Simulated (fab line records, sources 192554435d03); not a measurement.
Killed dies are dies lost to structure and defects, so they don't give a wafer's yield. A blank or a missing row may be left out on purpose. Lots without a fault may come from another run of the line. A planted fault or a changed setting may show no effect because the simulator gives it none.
Which tool did it? | flow n5_finfet | 9 lots, 25 wafers sampled, at 6 steps of a route of 1938

WHAT THE GAUGES READ, wafer by wafer
N5_BEOL_M4_RC_MEAS_101. Usual: DIBL_N 36.6 mV/V, standard deviation 2.1; DIBL_P 36.5 mV/V, standard deviation 2.7; IOFF_N 0.17 nA/um, standard deviation 0.043; IOFF_P 0.22 nA/um, standard deviation 0.045; ION_N 674 uA/um, standard deviation 17; ION_P 461 uA/um, standard deviation 9.9; SS_N 71.7 mV/dec, standard deviation 0.79; SS_P 73.4 mV/dec, standard deviation 0.79; VT_N 249 mV, standard deviation 4; VT_P -250 mV, standard deviation 3.3.
lot  | measured     | on        | DIBL_N (mV/V)  | DIBL_P (mV/V)  | IOFF_N (nA/um) | IOFF_P (nA/um) | ION_N (uA/um) | ION_P (uA/um) | SS_N (mV/dec)  | SS_P (mV/dec)  | VT_N (mV)   | VT_P (mV)      | flag
L474 | day 8 20:52  | prober-01 | 33.1 34.9 38.3 | 33.5 36.1 39.8 | 0.10 0.14 0.22 | 0.14 0.18 0.24 | 647 658 696   | 443 454 469   | 70.5 71.3 72.1 | 71.6 73.0 73.2 | 258 252 244 | -256 -254 -251 |
L476 | day 9 02:56  | prober-02 | 40.5 37.7 38.3 | 39.4 35.1 37.4 | 0.23 0.17 0.20 | 0.26 0.19 0.23 | 695 676 693   | 463 454 464   | 73.2 72.8 72.4 | 74.4 73.9 73.9 | 247 250 248 | -250 -254 -248 |
L479 | day 9 23:44  | prober-02 | 39.5 39.0 37.1 | 41.3 40.2 36.6 | 0.25 0.25 0.20 | 0.30 0.30 0.23 | 692 689 687   | 469 468 465   | 73.0 72.0 72.0 | 74.9 74.1 73.9 | 244 242 248 | -246 -245 -246 |
L482 | day 10 02:48 | prober-01 | 35.0 36.8 34.8 | 36.0 37.5 35.0 | 0.16 0.17 0.15 | 0.23 0.24 0.20 | 689 670 680   | 474 458 468   | 71.0 71.2 70.5 | 73.7 73.5 72.8 | 247 249 250 | -247 -247 -251 |
L489 | day 12 05:40 | prober-01 | 31.0 39.8      | 30.4 41.0      | 0.08 0.22      | 0.12 0.27      | 637 696       | 446 465       | 70.1 72.8      | 71.2 74.6      | 258 245     | -256 -246      |
L491 | day 12 11:46 | prober-02 | 37.5 37.2 36.2 | 37.3 36.4 36.1 | 0.21 0.17 0.18 | 0.22 0.21 0.20 | 678 670 699   | 460 450 469   | 71.7 72.4 71.6 | 73.9 72.9 73.4 | 244 249 246 | -250 -252 -250 |
L495 | day 14 02:22 | prober-02 | 36.5 40.9 36.9 | 38.2 43.3 38.2 | 0.16 0.30 0.18 | 0.23 0.37 0.23 | 661 712 682   | 455 483 462   | 71.5 72.4 71.4 | 74.0 75.4 74.2 | 251 240 247 | -251 -245 -251 |
L497 | day 14 08:18 | prober-02 | 38.0 37.7 35.5 | 35.3 35.8 33.8 | 0.19 0.16 0.14 | 0.20 0.20 0.17 | 693 654 680   | 467 445 472   | 72.9 71.8 71.3 | 73.4 73.4 73.6 | 246 251 251 | -252 -252 -252 |
L496 | day 15 04:58 | prober-02 | 34.8 33.9      | 32.7 32.3      | 0.12 0.10      | 0.14 0.14      | 672 645       | 456 446       | 70.9 70.4      | 72.0 72.4      | 254 257     | -254 -256      |

N5_BEOL_M15_CD_MEAS_10: target cd 360 nm. Usual: cd_nm 359.5 nm, standard deviation 2.4.
lot  | measured     | on        | cd_nm (nm)        | flag
L474 | day 12 00:25 | cd_sem-03 | 360.1 364.6 359.4 |
L476 | day 12 11:41 | cd_sem-03 | 358.1 356.5 360.0 |
L479 | day 13 09:05 | cd_sem-03 | 364.6 363.6 360.5 |
L482 | day 14 00:32 | cd_sem-03 | 360.5 363.3 361.3 |
L489 | day 15 14:34 | cd_sem-02 | 356.3 361.3       |
L491 | day 16 00:53 | cd_sem-03 | 360.3 357.3 359.4 |
L495 | day 17 09:14 | cd_sem-01 | 360.5 357.9 357.0 |
L497 | day 17 18:13 | cd_sem-01 | 358.1 358.1 361.6 |
L496 | day 18 17:42 | cd_sem-01 | 363.2 362.6       |

N5_BEOL_M15_THK_MEAS_50: measures by xrf. Usual: M15_THK 848 nm, standard deviation 18.
lot  | measured     | on            | M15_THK (nm) | flag
L474 | day 12 04:43 | film_metro-01 | 879 852 864  |
L476 | day 12 20:38 | film_metro-02 | 826 821 819  |
L479 | day 13 16:07 | film_metro-01 | 850 837 844  |
L482 | day 14 05:58 | film_metro-01 | 870 829 830  |
L489 | day 15 18:36 | film_metro-02 | 850 1557     | OFF
L491 | day 16 06:43 | film_metro-02 | 859 1582 834 | OFF
L495 | day 17 13:38 | film_metro-02 | 841 855 856  |
L497 | day 17 22:01 | film_metro-02 | 848 895 891  |
L496 | day 18 23:20 | film_metro-02 | 812 859      |

N5_BEOL_M15_INSPECT_55: inspects for defects (darkfield). Usual: raw_defect_count 70, standard deviation 22.
lot  | measured     | on                | raw_defect_count | flag
L474 | day 12 04:53 | defect_inspect-01 | 63 65 39         |
L476 | day 12 20:47 | defect_inspect-01 | 61 41 73         |
L479 | day 13 16:16 | defect_inspect-02 | 76 65 85         |
L482 | day 14 06:07 | defect_inspect-01 | 71 68 103        |
L489 | day 15 18:45 | defect_inspect-02 | 105 6517         | OFF
L491 | day 16 06:53 | defect_inspect-02 | 51 6381 56       | OFF
L495 | day 17 13:49 | defect_inspect-01 | 69 99 63         |
L497 | day 17 22:10 | defect_inspect-02 | 66 73 97         |
L496 | day 18 23:30 | defect_inspect-02 | 74 105           |

WHICH TOOL RAN EACH LOT (tool, then ch and the chambers of the sampled wafers, then the start)
lot  | N5_BEOL_M15_DESCUM_33              | N5_BEOL_M15_CMP_49
L474 | rie_diel-02 ch 2,3, day 12 02:05   | cmp-04 ch 0,1,2, day 12 04:30
L476 | rie_diel-02 ch 0,1, day 12 13:22   | cmp-04 ch 0,1, day 12 20:22
L479 | rie_diel-04 ch 2,3, day 13 10:45   | cmp-04 ch 0,2,3, day 13 15:53
L482 | rie_diel-02 ch 0,1,2, day 14 02:24 | cmp-03 ch 0,1,3, day 14 05:45
L489 | rie_diel-04 ch 1,3, day 15 16:07   | cmp-04 ch 0,3, day 15 18:19
L491 | rie_diel-05 ch 0,2,3, day 16 02:47 | cmp-04 ch 0,1,2, day 16 06:28
L495 | rie_diel-02 ch 2,3, day 17 11:00   | cmp-01 ch 0,1,2, day 17 13:20
L497 | rie_diel-05 ch 0,3, day 17 20:01   | cmp-03 ch 2,3, day 17 21:43
L496 | rie_diel-02 ch 2,3, day 18 19:35   | cmp-01 ch 1,3, day 18 23:10
- N5_BEOL_M15_DESCUM_33: chemistry O2, time 7.9 s.
- N5_BEOL_M15_CMP_49: polishes, stops on SiO2, t overpolish 4.9 s, target thk 850 nm.

WHAT THE TOOLS THEMSELVES READ (means of the sampled wafers that have a number; where no wafer has one, the mark that the record gives instead)
N5_BEOL_M15_DESCUM_33. Usual: drypump_motor_current_A 5.6 A, standard deviation 0.47; oes_product_au 0.82 a.u., standard deviation 0.092; rf_vpp_V 243.7 V, standard deviation 1.3; showerhead_plenum_p_Torr 2.12 Torr, standard deviation 0.074; throttle_valve_pct 20.4 %, standard deviation 0.31.
lot  | tool        | drypump_motor_current_A (A) | oes_product_au (a.u.) | rf_vpp_V (V) | showerhead_plenum_p_Torr (Torr) | throttle_valve_pct (%) | flag
L474 | rie_diel-02 | 5.6                         | 0.92                  | 243.5        | 2.13                            | 20.5                   |
L476 | rie_diel-02 | 6.0                         | 0.71                  | 243.4        | 2.10                            | 20.7                   |
L479 | rie_diel-04 | 4.9                         | 0.79                  | 243.4        | 2.11                            | 20.3                   |
L482 | rie_diel-02 | 5.8                         | 0.76                  | 243.1        | 2.10                            | 20.7                   |
L489 | rie_diel-04 | 5.6                         | 0.88                  | 244.9        | 2.17                            | 20.2                   |
L491 | rie_diel-05 | 5.8                         | 0.79                  | 243.4        | 2.07                            | 20.5                   |
L495 | rie_diel-02 | 5.6                         | 0.84                  | 243.2        | 2.12                            | 20.6                   |
L497 | rie_diel-05 | 6.1                         | 0.95                  | 244.3        | 2.11                            | 20.4                   |
L496 | rie_diel-02 | 5.6                         | 0.81                  | 242.9        | 2.14                            | 20.5                   |

N5_BEOL_M15_CMP_49. Usual: barrier_field_endpoint_s 11.34 s, standard deviation 0.25; motor_current_A 8.1 A, standard deviation 0.58; overpolish_run_s 4.900 s, standard deviation 0.0082.
lot  | tool   | barrier_field_endpoint_s (s) | motor_current_A (A) | overpolish_run_s (s) | flag
L474 | cmp-04 | 11.56                        | 7.7                 | 4.900                |
L476 | cmp-04 | 11.45                        | 7.6                 | 4.902                |
L479 | cmp-04 | 11.23                        | 8.0                 | 4.899                |
L482 | cmp-03 | 11.35                        | 7.9                 | 4.897                |
L489 | cmp-04 | 16.51                        | 8.2                 | 4.355                | OFF
L491 | cmp-04 | 15.38                        | 7.5                 | 4.270                | OFF
L495 | cmp-01 | 11.15                        | 8.3                 | 4.909                |
L497 | cmp-03 | 11.44                        | 7.5                 | 4.898                |
L496 | cmp-01 | 11.52                        | 8.6                 | 4.904                |

THE ANSWER, worked out from the rows above alone
Rule: a lot is off if the mean of its wafers that have a number lies more than 3 standard deviations from the usual mean. A lot without any number at a reading at which 4 lots or more have one is off too. The other lots that the step has rows for count as sound. The gauges are gone through in route order, then the tools' own readings, and for those a lot's mean is taken as printed above. The first step at which some lot is off is used, and at that step the reading that is off furthest; a lot without a number counts as furthest.
Off: L489, L491, at N5_BEOL_M15_THK_MEAS_50 (M15_THK).
A tool fits if, at a process step before that reading, it ran every lot that is off, and no sound lot after the first of them. The gauges at N5_BEOL_M15_THK_MEAS_50 aren't tried: what is off there is off at N5_BEOL_M15_INSPECT_55 too, on other tools, and a gauge's error can't cause that. One fits: cmp-04 at N5_BEOL_M15_CMP_49. Its last sound lot is L479 (day 13 15:53), its first lot that is off L489 (day 15 18:19): a fault that began between those two fits.
The tool's own readings at N5_BEOL_M15_CMP_49 bear it out: on the lots that are off they differ by more than 5 times the standard deviation of the sound lots' means. barrier_field_endpoint_s reads 15.95 s there against 11.39 s on the sound lots; overpolish_run_s reads 4.312 s there against 4.901 s on the sound lots.

WHAT THE SIMULATOR HAD PUT IN
Process parameter drift: cmp-04, from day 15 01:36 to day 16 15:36, at N5_BEOL_M15_CMP_49. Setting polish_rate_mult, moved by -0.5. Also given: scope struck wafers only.
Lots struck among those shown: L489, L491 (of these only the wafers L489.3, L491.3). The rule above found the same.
